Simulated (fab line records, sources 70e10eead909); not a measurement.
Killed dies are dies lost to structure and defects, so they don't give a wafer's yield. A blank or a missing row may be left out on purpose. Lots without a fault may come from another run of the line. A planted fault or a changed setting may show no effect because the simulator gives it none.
Chamber matching | flow nand_harc | NHARC_A_STAIRCASE_DEP_151 on pecvd-04: 3 sister chambers
The step deposits SiO2, target thk 7200 nm. 22 wafers are shown with their chamber, then 11 later ones without.

WAFERS WITH THEIR CHAMBER
wafer  | chamber | heater_power_w (W)
L074.2 | 1       | 583
L074.3 | 0       | 654
L074.6 | 0       | 579
L076.2 | 0       | 708
L076.5 | 0       | 573
L076.6 | 2       | 492
L079.2 | 0       | 630
L079.3 | 2       | 621
L079.5 | 2       | 507
L080.3 | 1       | 679
L080.5 | 2       | 546
L080.6 | 0       | 512
L085.3 | 0       | 582
L085.4 | 0       | 503
L085.5 | 1       | 546
L086.2 | 0       | 604
L086.5 | 1       | 527
L086.6 | 0       | 513
L089.3 | 0       | 589
L089.5 | 0       | 512
L089.6 | 1       | 532
L090.1 | 0       | 576

SIGNATURES (means of the wafers above)
reading        | chamber 0 | chamber 1 | chamber 2 | scatter within a chamber
heater_power_w | 579.62    | 573.40    | 541.50    | 61
Rule: a wafer's distance from a chamber is the root of the sum, over the readings, of the square of ((its reading less the chamber's mean) divided by the reading's scatter). The wafer belongs to the nearest chamber; if the next one is less than 2 further off, it can't be placed. The scatter: the root of (the sum of the squares of (reading less its chamber's mean) over the shown wafers, divided by (wafers less chambers)).

WAFERS WITHOUT THEIR CHAMBER
wafer  | heater_power_w (W)
L090.2 | 672
L090.3 | 624
L093.2 | 629
L093.3 | 686
L093.4 | 506
L094.2 | 671
L094.4 | 512
L094.5 | 553
L096.1 | 630
L096.3 | 659
L096.6 | 519

WHICH CHAMBER EACH WENT THROUGH
wafer  | from the rows above          | in truth
L090.2 | can't be placed: 0 or 1 or 2 | 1
L090.3 | can't be placed: 0 or 1 or 2 | 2
L093.2 | can't be placed: 0 or 1 or 2 | 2
L093.3 | can't be placed: 0 or 1 or 2 | 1
L093.4 | can't be placed: 2 or 1 or 0 | 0
L094.2 | can't be placed: 0 or 1 or 2 | 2
L094.4 | can't be placed: 2 or 1 or 0 | 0
L094.5 | can't be placed: 2 or 1 or 0 | 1
L096.1 | can't be placed: 0 or 1 or 2 | 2
L096.3 | can't be placed: 0 or 1 or 2 | 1
L096.6 | can't be placed: 2 or 1 or 0 | 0
Placed correctly: 0 of 11. Can't be placed from these rows: 11 (the true chamber is among the candidates in 11). Placed wrongly: 0.
